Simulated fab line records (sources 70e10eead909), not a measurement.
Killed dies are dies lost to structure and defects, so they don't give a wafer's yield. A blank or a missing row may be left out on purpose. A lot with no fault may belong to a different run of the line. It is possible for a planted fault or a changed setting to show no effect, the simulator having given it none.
A struck lot beside a sound one | flow nandHarc | 43 steps out of a route of 1302
Sound: wafers L820.1, L820.2, L820.5. Struck: wafers L812.1, L812.3, L812.5. The cause comes at the end.
For every step that has rows: the tool of each side, followed by ch and its chambers, followed by its first start. Under that, the readings that differ: sound wafers | struck wafers | difference of the means | sigmas: that difference in standard deviations of wafers without a fault.
alike: words and numbers the same on both sides, and readings whose means are apart by under 2 such deviations; not compared: readings that were withheld, readings missing a value for some wafer, numbers with overlapping values and no deviation given by the record, and bounds like >300 which may hide the same value.
A row with sigmas, a row that says differs or no value, or rows on one side alone: a step with any of these is where the two part. Non-overlapping numbers with no deviation appear without sigmas and do not part them. Lack of a reading on every wafer of one side parts them only where that side has two or more wafers.

NHARC_A_CONTACT_ETCH_121: etches the open film in C4F8/O2/Ar, time 190 s, target depth 1850 nm.
  sound on harCapEtch-02 ch 0,1, day 29 11:51; struck on harCapEtch-03 ch 0,1, day 25 11:43
  not compared: rfHoursCounterH
then, 4 steps without rows for these wafers: NHARC_A_CONTACT_ETCH_122 (etches the open film in C4F8/O2/Ar, time 190 s, target depth 1850 nm); NHARC_A_CONTACT_ETCH_123 (etches the open film in C4F8/O2/Ar, time 490 s, target depth 2110 nm); NHARC_A_CONTACT_ETCH_90 (etches the open film in CH3F/O2, target depth 40 nm, time 85.7 s); NHARC_A_CONTACT_ETCH_96 (etches the open film in C4F6/O2, target depth 20 nm, time 10 s).
NHARC_A_CONTACT_CD_MEAS_53:
  struck on cdSem-03, day 25 13:15; sound on cdSem-02, day 29 13:26
  alike: cdNm
then, 6 steps without rows for these wafers: NHARC_A_CONTACT_STRIP_99 (strips in N2/H2); NHARC_A_CONTACT_STRIP_100 (strips in CF4/CHF3); NHARC_A_CONTACT_STRIP_101 (strips in O2/COS); NHARC_A_CONTACT_ETCH_102 (etches the open film in CF4/O2, target depth 100 nm, overetch 10 nm, time 55 s); NHARC_A_CONTACT_STRIP_55 (strips in O2); NHARC_A_CONTACT_STRIP_56 (strips in post etch residue remover, time 600 s).
NHARC_A_CONTACT_DEP_57: deposits aC, target thk 5300 nm.
  sound on aclDep-03 ch 0, day 29 16:13; struck on aclDep-02 ch 0, day 25 14:12
reading            | sound | struck               | difference                   | sigmas
susceptorTempC (C) | - - - | 399.86 399.79 400.05 | no value on the sound wafers | 
  alike: throttleValvePct
then, 11 steps without rows for these wafers: NHARC_A_CONTACT_DEP_58 (deposits SiON, target thk 90 nm); NHARC_A_CONTACT_DEHYDRATE_59 (time 120 s); NHARC_A_CONTACT_HMDS_60 (time 30 s); NHARC_A_CONTACT_COAT_61 (time 75 s); NHARC_A_CONTACT_COAT_62 (time 65 s); NHARC_A_CONTACT_COAT_63 (resist thk 90 nm); NHARC_A_CONTACT_SOFTBAKE_64 (time 55 s); NHARC_A_CONTACT_EBR_65; NHARC_A_CONTACT_EXPOSE_66 (exposes mask A CC 2); NHARC_A_CONTACT_PEB_67 (peb time 65 s); NHARC_A_CONTACT_DEVELOP_68 (develop time 35 s).
NHARC_A_CONTACT_CD_MEAS_69: target cd 300 nm.
  sound on cdSem-03 ch 0, day 29 20:10; struck on cdSem-03 ch 0, day 25 18:02
  alike: cdNm
NHARC_A_CONTACT_OVL_MEAS_70:
  struck on overlay-01, day 25 18:07; sound on overlay-01, day 29 20:16
  alike: overlayXNm, overlayYNm
NHARC_A_CONTACT_INSPECT_71:
  struck on defectInspect-01, day 25 18:10; sound on defectInspect-02, day 29 20:18
  alike: rawDefectCount
NHARC_A_CONTACT_DESCUM_74: chemistry O2, time 3 s.
  sound on rieDiel-03 ch 0,2, day 29 20:22; struck on rieDiel-03 ch 0,1,2, day 25 18:13
  alike: drypumpMotorCurrentA, oesProductAu, rfVppV, showerheadPlenumPTorr, throttleValvePct
  not compared: rfHoursCounterH
then, 2 steps without rows for these wafers: NHARC_A_CONTACT_ETCH_75 (etches the open film in CF4, target depth 39 nm, time 65 s); NHARC_A_CONTACT_ETCH_76 (etches the open film in N2/H2, target depth 260 nm, time 475.3 s).
NHARC_A_CONTACT_ETCH_77: etches the open film in CF4/CHF3, target depth 108.9 nm, time 54.5 s.
  sound: rieDiel-03 ch 0,1,2; struck: rieDiel-03 ch 0,3
  alike: drypumpMotorCurrentA, oesProductAu, rfVppV, showerheadPlenumPTorr, throttleValvePct
  not compared: rfHoursCounterH
then, 4 steps without rows for these wafers: NHARC_A_CONTACT_ETCH_78 (etches the open film in O2/COS, target depth 5300 nm, time 1378 s); NHARC_A_CONTACT_ETCH_124 (etches the open film in C4F8/O2/Ar, time 140 s, target depth 700 nm); NHARC_A_CONTACT_ETCH_125 (etches the open film in C4F8/O2/Ar, time 197 s, target depth 1918 nm); NHARC_A_CONTACT_ETCH_126 (etches the open film in C4F8/O2/Ar, time 197 s, target depth 1918 nm).
NHARC_A_CONTACT_ETCH_127: etches the open film in C4F8/O2/Ar, time 197 s, target depth 1918 nm.
  sound on harCapEtch-01 ch 0,1, day 29 22:52; struck on harCapEtch-03 ch 1, day 25 20:19
  not compared: rfHoursCounterH
then, 2 steps without rows for these wafers: NHARC_A_CONTACT_ETCH_128 (etches the open film in C4F8/O2/Ar, time 197 s, target depth 1918 nm); NHARC_A_CONTACT_ETCH_129 (etches the open film in C4F8/O2/Ar, time 197 s, target depth 1918 nm).
NHARC_A_CONTACT_ETCH_130: etches the open film in C4F8/O2/Ar, time 197 s, target depth 1918 nm.
  sound on harCapEtch-01 ch 0,1, day 29 23:23; struck on harCapEtch-03 ch 1, day 25 20:51
  not compared: rfHoursCounterH
then, 3 steps without rows for these wafers: NHARC_A_CONTACT_ETCH_131 (etches the open film in C4F8/O2/Ar, time 197 s, target depth 1918 nm); NHARC_A_CONTACT_ETCH_132 (etches the open film in C4F8/O2/Ar, time 197 s, target depth 1924 nm); NHARC_A_CONTACT_ETCH_133 (etches the open film in C4F8/O2/Ar, time 374 s, target depth 1610 nm).
-- the record jumps here: 2 days lie between the struck wafers' starts before and after (it left off in module A_CONTACT and takes up again in module END, whose first step shown is number 1302 of the route) --
NHARC_END_SORT_01:
  at this point the record logs the struck wafers (prober-02 ch 0, day 28 01:13) and has no rows for the sound ones

WHERE THEY PART
Earliest at NHARC_A_CONTACT_DEP_57; latest, in this record, at NHARC_END_SORT_01.

WHY: whatever the simulator had introduced
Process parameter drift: aclDep-02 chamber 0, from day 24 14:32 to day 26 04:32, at NHARC_A_CONTACT_DEP_57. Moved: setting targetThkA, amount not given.
